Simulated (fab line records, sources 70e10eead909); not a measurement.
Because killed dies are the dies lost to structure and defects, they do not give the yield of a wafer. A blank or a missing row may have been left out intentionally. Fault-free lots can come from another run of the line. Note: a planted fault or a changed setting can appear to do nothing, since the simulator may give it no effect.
fab line records	flow nand-harc
record: lots: 24	wafers: 72	last-day: 25
route steps=1159 shown A_WL_FILL@811 A_CONTACT@861
lots that met no fault: taken from a fault-free run of the same line
start-h: hours from the record's opening day to when the first of the lot's shown wafers began	wait-h: time in hours since the lot's previous step	" as in the row above	L1.1+2: several wafers, shown together as one row	- no value, or no start given	* or withheld: withheld	< > ~ a bound
route shown NAME@n: NAME is a module with steps in the file, n the number in the route of the first one	usual: mean and standard deviation over wafers with no fault	same: alike in all rows	chamber/n: place in a boat	sites: the reading at each site	_std_site: the standard deviation of these	_edge_site: mean of outer sites minus mean of inner sites	radius-mm: how far each site lies from the wafer's centre	mask NAME#n: copy n	behind: the tool/chamber that last shaped the wafer	hold: reason for holding the lot/hours on hold/outcome of the hold	device: the n, p or np transistor that did not switch	end of line: tests of these same wafers at the route's end	a step given without rows: its recipe and nothing more	killed: count of dies lost to structure and defects at first sort (not the wafer's yield)	map: the dies of a wafer, with x for killed, . for not killed, _ for no die there
set.NAME: the setting that was run; set.NAME@STEP: the one run at that earlier step	model.NAME: the simulator's own value behind a step, which no gauge read
a sample of lots followed through the steps of the route, with each step as a table and each wafer as a row
services: from which hour (start-h, from the record's first day; less than 0 if before it) a tool's chamber was out of use, for how many hours, and why
== steps ==
step: NHARC_A_WL_FILL_ALD_02
recipe: target-thk-a: 20	pulse-time-s: 3	ald-cycles: 100	temp-c: 450	material: TiN
usual: heater-power-w: 1053/96	precursor-pulse-height-rel: 0.999/0.02
same: pulse-time-s: 3
lot.wafer	tool	chamber	start-h	wait-h	heater-power-w	precursor-pulse-height-rel
L074.3	ald-metal-04	0	336.13	0.2	919	1.008
L074.2	"	2	"	"	978	1.013
L074.5	"	0	"	"	906	1.018
L075.2	ald-metal-01	2	342.16	0.2	1136	1.004
L075.3	"	3	"	"	951	1.005
L075.4	"	2	"	"	1140	0.996
L077.2	ald-metal-02	0	342.50	0.2	1156	0.985
L077.3	"	2	"	"	1218	0.975
L077.6	"	1	"	"	978	1.015
L078.1	ald-metal-01	0	348.97	0.2	1067	0.987
L078.3	"	2	"	"	1140	0.952
L078.5	"	2	"	"	1144	1.022
L076.1	ald-metal-04	3	349.18	0.2	1139	1.011
L076.3	"	0	"	"	927	1.003
L076.6	"	2	"	"	974	0.997
L079.1	ald-metal-04	2	370.16	0.2	991	1.013
L079.5	"	2	"	"	977	1.000
L079.6	"	3	"	"	1129	0.988
L084.4	ald-metal-04	0	381.39	0.1	887	0.990
L084.3	"	2	"	"	983	1.027
L084.6	"	1	"	"	1005	0.986
L080.4	ald-metal-02	1	381.43	0.1	1027	0.988
L080.5	"	0	"	"	1153	1.043
L080.6	"	1	"	"	987	0.989
L083.2	ald-metal-01	0	381.56	0.2	1081	1.009
L083.1	"	2	"	"	1131	1.011
L083.6	"	3	"	"	946	0.956
L082.4	ald-metal-04	2	381.69	0.2	994	0.983
L082.1	"	3	"	"	1137	1.006
L082.5	"	1	"	"	1018	1.027
L081.4	ald-metal-04	2	387.42	0.1	999	0.993
L081.3	"	0	"	"	927	0.997
L081.6	"	2	"	"	955	0.980
L086.2	ald-metal-04	3	405.53	0.2	1158	0.983
L086.3	"	0	"	"	930	1.006
L086.5	"	3	"	"	1138	1.001
L085.3	ald-metal-01	3	405.61	0.2	955	1.052
L085.2	"	0	"	"	1092	1.031
L085.6	"	3	"	"	944	0.997
L087.4	ald-metal-02	2	405.75	0.2	1150	1.002
L087.5	"	0	"	"	1206	1.013
L087.6	"	1	"	"	999	0.977
L088.2	ald-metal-04	0	418.83	0.2	903	0.989
L088.4	"	2	"	"	946	0.994
L088.5	"	1	"	"	1044	0.987
L089.1	ald-metal-01	3	430.72	0.2	941	0.975
L089.4	"	3	"	"	962	1.013
L089.3	"	2	"	"	1149	1.026
L091.4	ald-metal-04	1	431.00	0.2	1040	1.012
L091.5	"	2	"	"	953	1.007
L091.6	"	3	"	"	1199	1.032
L092.4	ald-metal-04	3	437.61	0.1	1166	1.014
L092.3	"	1	"	"	1024	0.977
L092.6	"	3	"	"	1168	0.984
L090.3	ald-metal-01	3	437.63	0.2	921	1.023
L090.6	"	3	"	"	951	0.991
L090.5	"	0	"	"	1113	0.998
L094.4	ald-metal-02	0	443.51	0.2	1202	0.990
L094.6	"	1	"	"	1052	0.994
L094.5	"	2	"	"	1134	0.959
L093.4	ald-metal-04	2	443.85	0.1	986	0.977
L093.3	"	3	"	"	1196	1.026
L093.1	"	0	"	"	887	0.989
L095.1	ald-metal-02	1	460.96	0.3	996	0.973
L095.6	"	3	"	"	1077	1.002
L095.5	"	0	"	"	1209	1.000
L097.1	ald-metal-02	3	472.23	0.2	1081	0.983
L097.3	"	0	"	"	1167	0.997
L097.6	"	3	"	"	1057	1.009
L096.2	ald-metal-01	2	478.84	0.2	1214	0.988
L096.1	"	3	"	"	963	0.985
L096.4	"	0	"	"	1008	1.012
step: NHARC_A_WL_FILL_CMP_12
recipe: t-overpolish-s: 30	target-thk-nm: 75
usual: motor-current-A: 12.4/1.3	overpolish-run-s: 30.001/0.0078	time-to-endpoint-s: 14.0/2.5
lot.wafer	tool	chamber	start-h	wait-h	motor-current-A	overpolish-run-s	time-to-endpoint-s
L074.2	cmp-01	2	365.26	3.6	13.2	29.998	15.3
L074.3	"	3	"	"	12.3	30.006	10.3
L074.5	"	0	"	"	11.1	29.986	12.4
L077.3	cmp-02	1	367.57	2.2	13.5	29.998	13.9
L077.2	"	3	"	"	12.4	29.996	15.4
L077.6	"	1	"	"	14.2	30.007	12.5
L075.3	cmp-04	0	369.59	2.9	11.4	30.004	15.4
L075.2	"	1	"	"	12.5	30.001	10.7
L075.4	"	2	"	"	11.7	30.009	16.5
L076.1	cmp-04	2	375.56	3.6	11.4	29.994	12.0
L076.3	"	0	"	"	11.5	30.003	15.9
L076.6	"	2	"	"	11.4	29.995	15.6
L078.1	cmp-04	1	380.16	3.6	12.6	30.002	8.9
L078.3	"	0	"	"	10.8	29.996	14.1
L078.5	"	1	"	"	12.5	29.981	10.3
L079.1	cmp-01	3	400.35	3.5	12.2	30.014	12.3
L079.6	"	3	"	"	12.6	29.987	14.7
L079.5	"	0	"	"	11.0	30.004	13.7
L084.4	cmp-01	1	406.53	2.2	15.8	30.001	12.9
L084.3	"	3	"	"	12.4	30.000	12.1
L084.6	"	1	"	"	15.1	29.990	15.3
L080.4	cmp-01	2	409.14	2.2	13.1	29.989	18.6
L080.6	"	1	"	"	15.0	30.009	13.5
L080.5	"	2	"	"	12.7	30.008	15.2
L082.1	cmp-01	2	416.72	3.6	13.4	29.994	13.3
L082.4	"	3	"	"	11.8	30.014	11.9
L082.5	"	2	"	"	12.7	29.990	14.4
L083.2	cmp-02	1	417.23	4.3	13.7	29.997	15.1
L083.1	"	3	"	"	13.5	30.009	12.5
L083.6	"	1	"	"	13.6	30.010	12.2
L081.4	cmp-01	2	421.04	2.9	13.3	30.005	14.2
L081.3	"	3	"	"	11.4	30.000	8.9
L081.6	"	0	"	"	11.4	30.015	10.1
L085.2	cmp-04	0	430.52	3.6	11.1	29.995	14.2
L085.3	"	1	"	"	12.8	30.004	8.5
L085.6	"	2	"	"	12.0	30.016	12.6
L086.2	cmp-02	0	430.66	3.6	13.1	30.005	17.8
L086.3	"	1	"	"	13.8	29.999	17.4
L086.5	"	3	"	"	12.7	29.995	15.9
L087.4	cmp-04	2	434.96	2.2	11.5	30.003	14.7
L087.6	"	0	"	"	11.0	30.008	11.6
L087.5	"	1	"	"	11.9	30.008	10.9
L088.2	cmp-02	2	446.57	4.3	10.6	30.002	16.2
L088.4	"	0	"	"	12.0	30.000	13.9
L088.5	"	3	"	"	12.1	29.990	15.6
L091.4	cmp-02	1	456.37	2.2	13.6	30.003	14.0
L091.6	"	1	"	"	13.7	30.003	11.9
L091.5	"	2	"	"	11.1	29.997	17.3
L089.4	cmp-01	3	456.37	2.2	11.9	29.993	9.4
L089.1	"	0	"	"	11.4	30.011	14.9
L089.3	"	1	"	"	15.4	30.001	15.4
L090.3	cmp-01	3	462.75	2.2	11.8	30.004	9.0
L090.5	"	2	"	"	12.3	29.998	16.7
L090.6	"	3	"	"	12.1	30.000	12.5
L092.4	cmp-04	3	462.87	2.9	12.8	30.013	14.3
L092.3	"	0	"	"	11.5	30.002	13.4
L092.6	"	2	"	"	10.7	30.015	14.3
L093.4	cmp-01	2	469.48	2.2	12.1	30.002	15.2
L093.1	"	3	"	"	12.2	29.995	11.9
L093.3	"	0	"	"	11.5	30.006	13.4
L094.4	cmp-04	2	472.55	2.2	11.4	30.013	13.3
L094.6	"	2	"	"	10.7	30.004	13.4
L094.5	"	3	"	"	12.9	30.007	14.8
L095.1	cmp-01	2	501.03	8.0	12.7	29.997	16.7
L095.5	"	3	"	"	12.2	30.011	9.9
L095.6	"	0	"	"	11.3	30.000	12.8
L097.1	cmp-02	3	503.31	4.4	12.8	29.990	17.2
L097.3	"	1	"	"	13.0	30.004	14.1
L097.6	"	2	"	"	11.3	29.998	18.5
L096.2	cmp-02	0	507.37	3.7	12.7	30.000	17.7
L096.4	"	1	"	"	13.0	29.995	14.4
L096.1	"	2	"	"	10.4	29.986	14.1
step: NHARC_A_CONTACT_ETCH_51
recipe: target-depth-a: 36000	over-etch-frac: 0.3	time-s: 936	ion-energy-ev: 150	o2-flow-sccm: 400	cos-flow-sccm: 20	ar-flow-sccm: 0	rf-w: 500	bias-w: 300	chemistry: O2/COS
usual: bias-w: 300.0/0.87	drypump-motor-current-A: 5.9/0.61	oes-product-au: 1.000/0.016	rf-vpp-V: 314.6/2	showerhead-plenum-p-Torr: 3.15/0.13	throttle-valve-pct: 28.331/0.009
lot.wafer	tool	chamber	start-h	wait-h	bias-w	drypump-motor-current-A	oes-product-au	rf-hours-counter-h	rf-vpp-V	showerhead-plenum-p-Torr	throttle-valve-pct
L074.3	rie-diel-13	0	-	-	298.6	5.5	1.017	35	317.0	3.32	28.346
L074.2	"	2	"	"	299.9	6.5	1.028	32	311.3	2.90	28.330
L074.5	"	1	"	"	298.3	5.3	1.016	-	316.2	3.23	28.320
L077.3	rie-diel-13	1	-	-	300.6	5.3	1.013	32	316.6	3.23	28.332
L077.2	"	3	"	"	302.4	6.3	1.026	37	314.9	3.23	28.347
L077.6	"	1	"	"	300.7	5.3	1.004	-	316.2	3.23	28.345
L075.2	rie-diel-13	0	-	-	299.3	5.5	1.008	37	317.5	3.32	28.339
L075.3	"	2	"	"	299.0	6.5	1.011	34	311.2	2.90	28.330
L075.4	"	3	"	"	300.6	6.4	1.018	38	314.7	3.23	28.336
L076.3	rie-diel-11	1	-	-	300.2	6.6	0.998	1	315.1	3.14	28.316
L076.1	"	2	"	"	297.7	4.8	0.982	1	312.8	3.03	28.338
L076.6	"	0	"	"	298.8	5.9	0.982	-	316.9	3.30	28.318
L078.1	rie-diel-13	0	-	-	301.0	5.5	1.007	43	316.6	3.32	28.328
L078.3	"	1	"	"	302.0	5.3	1.007	37	315.5	3.23	28.330
L078.5	"	0	"	"	300.3	5.5	1.013	-	316.9	3.32	28.317
L079.1	rie-diel-11	2	-	-	299.8	4.8	0.981	6	312.7	3.03	28.331
L079.5	"	1	"	"	299.4	6.6	1.000	-	315.2	3.14	28.336
L079.6	"	2	"	"	299.8	4.8	0.978	-	312.7	3.03	28.326
L084.3	rie-diel-13	1	-	-	300.2	5.3	1.009	48	315.5	3.23	28.321
L084.4	"	2	"	"	301.9	6.5	1.029	48	312.0	2.89	28.332
L084.6	"	1	"	"	300.5	5.3	1.001	-	316.9	3.23	28.333
L080.4	rie-diel-11	3	-	-	299.4	6.3	1.005	8	312.1	3.05	28.341
L080.5	"	0	"	"	300.3	5.9	0.978	-	317.4	3.29	28.334
L080.6	"	1	"	"	300.7	6.6	1.002	-	314.5	3.14	28.329
L082.1	rie-diel-11	2	-	-	300.5	4.8	0.968	9	313.4	3.02	28.324
L082.4	"	1	"	"	299.4	6.6	0.988	9	314.8	3.14	28.342
L082.5	"	2	"	"	299.8	4.8	0.980	-	312.5	3.02	28.325
L083.1	rie-diel-11	0	-	-	300.0	5.9	0.974	10	316.4	3.29	28.333
L083.2	"	1	"	"	300.3	6.6	1.001	10	314.7	3.14	28.333
L083.6	"	0	"	"	301.3	5.9	0.982	-	315.9	3.29	28.326
L081.3	rie-diel-11	1	-	-	300.0	6.6	1.005	11	314.4	3.14	28.334
L081.4	"	0	"	"	299.3	6.0	0.966	11	316.3	3.29	28.328
L081.6	"	1	"	"	299.2	6.6	0.992	-	314.0	3.14	28.344
L085.3	rie-diel-11	0	-	-	298.8	5.9	0.987	12	317.7	3.29	28.328
L085.2	"	1	"	"	299.9	6.6	1.008	12	314.9	3.14	28.324
L085.6	"	1	"	"	300.7	6.6	0.993	-	315.2	3.13	28.319
L086.3	rie-diel-13	1	-	-	299.3	5.3	0.998	59	315.2	3.22	28.341
L086.2	"	3	"	"	301.0	6.3	1.011	62	314.6	3.22	28.315
L086.5	"	1	"	"	299.0	5.3	1.001	-	314.7	3.22	28.339
L087.4	rie-diel-13	0	-	-	300.1	5.5	1.018	64	317.1	3.31	28.336
L087.5	"	3	"	"	300.9	6.3	1.006	-	316.4	3.22	28.320
L087.6	"	0	"	"	300.3	5.5	1.010	-	317.4	3.31	28.341
L088.4	rie-diel-11	3	-	-	297.5	6.3	1.027	14	313.7	3.04	28.332
L088.2	"	2	"	"	300.2	4.8	0.986	15	312.9	3.02	28.327
L088.5	"	3	"	"	298.5	6.3	1.023	-	314.5	3.04	28.329
L091.4	rie-diel-11	1	-	-	300.7	6.6	0.993	18	313.8	3.13	28.328
L091.6	"	1	"	"	300.7	6.6	0.993	-	315.1	3.13	28.333
L091.5	"	2	"	"	301.2	4.8	0.982	-	314.7	3.02	28.338
L089.4	rie-diel-11	1	-	-	301.0	6.6	0.984	19	313.7	3.13	28.324
L089.1	"	2	"	"	300.1	4.8	0.979	18	313.3	3.02	28.318
L089.3	"	3	"	"	300.6	6.3	1.010	17	314.4	3.04	28.336
L090.3	rie-diel-13	1	-	-	299.5	5.3	1.009	2	314.7	3.22	28.322
L090.6	"	1	"	"	298.5	5.3	1.009	-	316.4	3.22	28.327
L090.5	"	2	"	"	299.8	6.5	1.014	-	317.6	3.37	28.332
L092.3	rie-diel-11	2	-	-	300.3	4.8	0.978	19	313.1	3.02	28.334
L092.4	"	1	"	"	301.2	6.6	0.990	20	315.2	3.13	28.336
L092.6	"	3	"	"	300.1	6.3	1.012	-	313.5	3.04	28.337
L093.1	rie-diel-11	0	-	-	299.1	5.9	0.986	21	315.8	3.29	28.323
L093.4	"	1	"	"	299.7	6.6	0.991	21	313.0	3.13	28.338
L093.3	"	2	"	"	299.5	4.8	0.977	20	313.7	3.02	28.339
L094.4	rie-diel-12	0	-	-	298.9	5.1	1.008	34	319.3	3.32	28.327
L094.6	"	2	"	"	299.5	6.2	1.004	-	312.1	2.90	28.339
L094.5	"	3	"	"	299.4	6.0	0.996	-	311.3	2.90	28.336
L095.1	rie-diel-11	2	-	-	299.5	4.8	0.968	25	312.3	3.02	28.329
L095.5	"	3	"	"	302.2	6.3	1.014	-	313.8	3.04	28.329
L095.6	"	0	"	"	300.1	5.9	0.992	-	317.5	3.28	28.336
L097.3	rie-diel-11	1	-	-	299.3	6.7	0.989	27	314.0	3.13	28.331
L097.1	"	3	"	"	299.3	6.3	1.011	26	313.6	3.04	28.328
L097.6	"	1	"	"	300.4	6.6	0.993	-	313.6	3.13	28.346
L096.2	rie-diel-11	0	-	-	301.8	5.9	0.985	28	315.8	3.28	28.309
L096.1	"	1	"	"	299.1	6.6	1.008	28	313.3	3.13	28.337
L096.4	"	2	"	"	299.3	4.8	0.967	26	313.8	3.02	28.312
step: NHARC_A_CONTACT_OVL_MEAS_70
usual: overlay-x-nm: -0.2/0.92	overlay-y-nm: 0.1/0.84
lot.wafer	tool	chamber	start-h	wait-h	overlay-x-nm	overlay-y-nm
L074.2	overlay-01	-	377.51	-	-1.9	0.2
L074.3	"	-	"	"	-2.4	-0.1
L074.5	"	-	"	"	-2.4	0.0
L077.2	overlay-01	-	379.23	-	-0.2	0.8
L077.3	"	-	"	"	-0.2	1.6
L077.6	"	-	"	"	-0.6	1.6
L075.2	overlay-02	-	382.70	-	0.2	0.5
L075.3	"	-	"	"	0.0	0.5
L075.4	"	-	"	"	0.2	0.8
L076.1	overlay-02	-	387.04	-	-0.8	-0.1
L076.3	"	-	"	"	-0.4	0.4
L076.6	"	-	"	"	-0.5	0.3
L078.1	overlay-02	-	391.78	-	-1.0	-1.7
L078.3	"	-	"	"	-0.6	-1.8
L078.5	"	-	"	"	-0.7	-2.0
L079.1	overlay-02	-	414.43	-	-1.1	1.2
L079.5	"	-	"	"	-1.5	1.1
L079.6	"	-	"	"	-1.0	1.1
L084.3	overlay-02	-	420.77	-	0.9	0.9
L084.4	"	-	"	"	0.9	1.7
L084.6	"	-	"	"	1.1	1.0
L080.4	overlay-01	-	426.82	-	1.0	-0.3
L080.5	"	-	"	"	0.9	-0.3
L080.6	"	-	"	"	1.3	-0.2
L082.1	overlay-02	-	431.24	-	-1.0	0.9
L082.4	"	-	"	"	-0.5	1.4
L082.5	"	-	"	"	0.0	1.1
L083.1	overlay-02	-	433.14	-	0.5	-0.6
L083.2	"	-	"	"	0.3	-0.3
L083.6	"	-	"	"	0.4	0.0
L081.3	overlay-01	-	437.03	-	0.4	-0.5
L081.4	"	-	"	"	0.7	-0.5
L081.6	"	-	"	"	0.6	0.2
L085.2	overlay-02	-	444.31	-	-0.6	-0.9
L085.3	"	-	"	"	-0.3	-0.6
L085.6	"	-	"	"	-0.5	-0.9
L086.2	overlay-02	-	445.38	-	-1.6	1.2
L086.3	"	-	"	"	-1.7	1.2
L086.5	"	-	"	"	-1.9	0.8
L087.4	overlay-02	-	448.48	-	0.3	-0.2
L087.5	"	-	"	"	-0.5	0.1
L087.6	"	-	"	"	-0.6	-0.3
L088.2	overlay-01	-	458.01	-	-0.9	0.3
L088.4	"	-	"	"	-1.8	0.1
L088.5	"	-	"	"	-1.3	0.0
L089.1	overlay-01	-	471.75	-	0.0	0.0
L089.3	"	-	"	"	0.0	-0.5
L089.4	"	-	"	"	0.6	-0.1
L091.4	overlay-02	-	471.91	-	-1.6	-0.5
L091.5	"	-	"	"	-1.5	0.7
L091.6	"	-	"	"	-1.5	-0.5
L090.3	overlay-01	-	477.53	-	0.3	-0.6
L090.5	"	-	"	"	0.4	-0.1
L090.6	"	-	"	"	0.7	0.2
L092.3	overlay-02	-	479.27	-	0.3	-0.4
L092.4	"	-	"	"	0.7	-1.4
L092.6	"	-	"	"	0.3	-0.8
L093.1	overlay-01	-	484.97	-	0.6	-1.6
L093.3	"	-	"	"	0.3	-0.9
L093.4	"	-	"	"	0.1	-1.3
L094.4	overlay-02	-	485.31	-	-0.6	0.7
L094.5	"	-	"	"	-0.6	1.0
L094.6	"	-	"	"	-0.6	1.1
L095.1	overlay-02	-	513.72	-	0.3	0.4
L095.5	"	-	"	"	0.6	0.7
L095.6	"	-	"	"	0.0	0.2
L097.1	overlay-02	-	515.59	-	0.0	0.1
L097.3	"	-	"	"	0.4	0.5
L097.6	"	-	"	"	-0.3	0.2
L096.1	overlay-02	-	518.88	-	0.2	-0.4
L096.2	"	-	"	"	0.7	-0.1
L096.4	"	-	"	"	0.6	-0.1
step: NHARC_A_CONTACT_CD_MEAS_80
usual: cd-nm: 189.9/0.88
lot.wafer	tool	chamber	start-h	wait-h	cd-nm
L074.2	cd-sem-02	-	382.28	-	190.4
L074.3	"	-	"	"	192.6
L074.5	"	-	"	"	190.6
L077.2	cd-sem-01	-	382.66	-	189.9
L077.3	"	-	"	"	190.7
L077.6	"	-	"	"	190.0
L075.2	cd-sem-02	-	386.37	-	189.5
L075.3	"	-	"	"	191.0
L075.4	"	-	"	"	189.3
L076.1	cd-sem-03	-	390.38	-	189.9
L076.3	"	-	"	"	190.1
L076.6	"	-	"	"	190.6
L078.1	cd-sem-03	-	395.44	-	189.5
L078.3	"	-	"	"	189.8
L078.5	"	-	"	"	190.8
L079.1	cd-sem-01	-	417.92	-	190.0
L079.5	"	-	"	"	190.3
L079.6	"	-	"	"	191.7
L084.3	cd-sem-02	-	424.12	-	189.2
L084.4	"	-	"	"	189.4
L084.6	"	-	"	"	189.6
L080.4	cd-sem-01	-	430.17	-	190.9
L080.5	"	-	"	"	190.3
L080.6	"	-	"	"	191.2
L082.1	cd-sem-01	-	435.16	-	188.9
L082.4	"	-	"	"	189.6
L082.5	"	-	"	"	189.5
L083.1	cd-sem-03	-	436.50	-	188.6
L083.2	"	-	"	"	190.0
L083.6	"	-	"	"	189.5
L081.3	cd-sem-01	-	440.56	-	188.9
L081.4	"	-	"	"	191.4
L081.6	"	-	"	"	188.9
L085.2	cd-sem-03	-	447.86	-	190.5
L085.3	"	-	"	"	190.5
L085.6	"	-	"	"	191.4
L086.2	cd-sem-02	-	448.73	-	187.9
L086.3	"	-	"	"	188.2
L086.5	"	-	"	"	189.8
L087.4	cd-sem-01	-	452.23	-	190.3
L087.5	"	-	"	"	189.3
L087.6	"	-	"	"	189.5
L088.2	cd-sem-02	-	461.48	-	189.1
L088.4	"	-	"	"	191.2
L088.5	"	-	"	"	191.0
L089.1	cd-sem-01	-	475.10	-	189.0
L089.3	"	-	"	"	189.3
L089.4	"	-	"	"	188.6
L091.4	cd-sem-01	-	476.53	-	190.2
L091.5	"	-	"	"	190.0
L091.6	"	-	"	"	190.3
L090.3	cd-sem-02	-	480.92	-	189.8
L090.5	"	-	"	"	189.6
L090.6	"	-	"	"	189.6
L092.3	cd-sem-03	-	482.82	-	191.3
L092.4	"	-	"	"	189.5
L092.6	"	-	"	"	189.0
L093.1	cd-sem-02	-	488.76	-	189.1
L093.3	"	-	"	"	189.4
L093.4	"	-	"	"	188.7
L094.4	cd-sem-02	-	489.47	-	189.0
L094.5	"	-	"	"	190.4
L094.6	"	-	"	"	189.3
L095.1	cd-sem-01	-	517.17	-	189.2
L095.5	"	-	"	"	189.2
L095.6	"	-	"	"	190.1
L097.1	cd-sem-02	-	519.10	-	188.8
L097.3	"	-	"	"	189.5
L097.6	"	-	"	"	189.9
L096.1	cd-sem-02	-	522.21	-	188.8
L096.2	"	-	"	"	190.0
L096.4	"	-	"	"	189.3
step: NHARC_A_CONTACT_OVL_MEAS_09
usual: overlay-x-nm: 0.2/0.76	overlay-y-nm: -0.1/0.85
lot.wafer	tool	chamber	start-h	wait-h	overlay-x-nm	overlay-y-nm
L074.2	overlay-01	-	385.42	-	0.7	0.1
L074.3	"	-	"	"	0.6	0.4
L074.5	"	-	"	"	0.9	0.7
L077.2	overlay-02	-	386.13	-	-0.2	-1.6
L077.3	"	-	"	"	0.0	-2.0
L077.6	"	-	"	"	0.4	-2.1
L075.2	overlay-02	-	389.55	-	0.3	-0.5
L075.3	"	-	"	"	0.5	0.0
L075.4	"	-	"	"	0.1	-0.2
L076.1	overlay-01	-	394.79	-	0.6	0.8
L076.3	"	-	"	"	0.4	0.7
L076.6	"	-	"	"	0.6	1.0
L078.1	overlay-01	-	398.47	-	-0.4	0.8
L078.3	"	-	"	"	-0.3	1.5
L078.5	"	-	"	"	-0.3	0.9
L079.1	overlay-01	-	424.48	-	0.0	0.7
L079.5	"	-	"	"	-0.1	0.8
L079.6	"	-	"	"	-1.0	0.2
L084.3	overlay-01	-	429.44	-	1.0	-0.9
L084.4	"	-	"	"	1.4	-1.0
L084.6	"	-	"	"	0.7	-1.3
L080.4	overlay-01	-	438.52	-	0.4	-0.7
L080.5	"	-	"	"	0.4	-0.4
L080.6	"	-	"	"	1.2	0.0
L082.1	overlay-02	-	440.44	-	1.0	1.0
L082.4	"	-	"	"	0.8	0.4
L082.5	"	-	"	"	0.2	0.3
L083.1	overlay-01	-	442.26	-	-0.4	0.1
L083.2	"	-	"	"	-0.1	0.3
L083.6	"	-	"	"	-0.1	0.0
L081.3	overlay-01	-	443.67	-	-0.2	0.5
L081.4	"	-	"	"	0.3	1.2
L081.6	"	-	"	"	0.3	1.1
L085.2	overlay-02	-	452.00	-	0.3	-0.1
L085.3	"	-	"	"	-0.5	0.1
L085.6	"	-	"	"	-0.6	0.1
L086.2	overlay-01	-	452.15	-	0.4	0.7
L086.3	"	-	"	"	0.6	1.4
L086.5	"	-	"	"	0.7	0.8
L087.4	overlay-01	-	455.47	-	0.4	0.3
L087.5	"	-	"	"	0.8	-0.2
L087.6	"	-	"	"	0.4	0.2
L088.2	overlay-02	-	465.08	-	-1.7	-1.4
L088.4	"	-	"	"	-1.8	-1.2
L088.5	"	-	"	"	-2.0	-1.3
L089.1	overlay-02	-	482.02	-	-0.3	-0.9
L089.3	"	-	"	"	-0.4	-1.3
L089.4	"	-	"	"	0.1	-0.2
L091.4	overlay-01	-	483.23	-	1.2	-1.5
L091.5	"	-	"	"	0.6	-1.4
L091.6	"	-	"	"	0.8	-1.4
L090.3	overlay-01	-	486.07	-	1.8	-0.7
L090.5	"	-	"	"	0.7	-0.5
L090.6	"	-	"	"	1.4	-0.5
L092.3	overlay-01	-	488.41	-	1.0	-0.2
L092.4	"	-	"	"	0.4	-0.4
L092.6	"	-	"	"	0.5	-0.3
L093.1	overlay-02	-	492.40	-	-0.3	0.9
L093.3	"	-	"	"	-0.6	-0.1
L093.4	"	-	"	"	-0.2	-0.1
L094.4	overlay-01	-	493.80	-	1.0	0.3
L094.5	"	-	"	"	0.9	0.0
L094.6	"	-	"	"	0.5	0.1
L095.1	overlay-01	-	522.51	-	-0.5	-0.4
L095.5	"	-	"	"	0.2	0.1
L095.6	"	-	"	"	-0.3	-0.2
L097.1	overlay-02	-	524.13	-	-0.9	1.1
L097.3	"	-	"	"	0.2	0.9
L097.6	"	-	"	"	-0.6	0.6
L096.1	overlay-01	-	525.71	-	-1.3	0.1
L096.2	"	-	"	"	-1.3	0.0
L096.4	"	-	"	"	-0.3	-0.4
== services ==
tool	chamber	start-h	hours	kind
cmp-02	-	312.26	4.7	repair
cmp-04	-	315.67	5.3	repair
cmp-01	-	316.73	0.6	repair
ald-metal-01	1	317.17	249.1	repair
cmp-01	-	317.53	0.3	repair
cmp-02	-	324.50	4.0	pm
rie-diel-11	0	356.30	4.6	repair
cmp-04	-	364.89	2.8	repair
rie-diel-11	-	366.64	9.0	pm
cmp-01	-	375.60	4.0	pm
cmp-01	-	380.03	0.7	repair
cmp-02	-	390.57	0.7	repair
ald-metal-04	2	393.29	20.0	repair
cmp-04	-	399.75	4.0	pm
cmp-02	-	404.12	11.9	repair
ald-metal-04	-	406.00	10.0	pm
ald-metal-01	0	406.60	28.6	repair
rie-diel-11	-	432.78	0.4	repair
rie-diel-13	-	453.00	9.0	pm
ald-metal-04	3	465.24	2.2	repair
cmp-01	-	473.60	4.0	pm
cmp-01	-	484.86	1.0	repair
cmp-01	-	489.29	1.0	repair
ald-metal-04	1	504.36	3.6	repair
== key ==
fault none
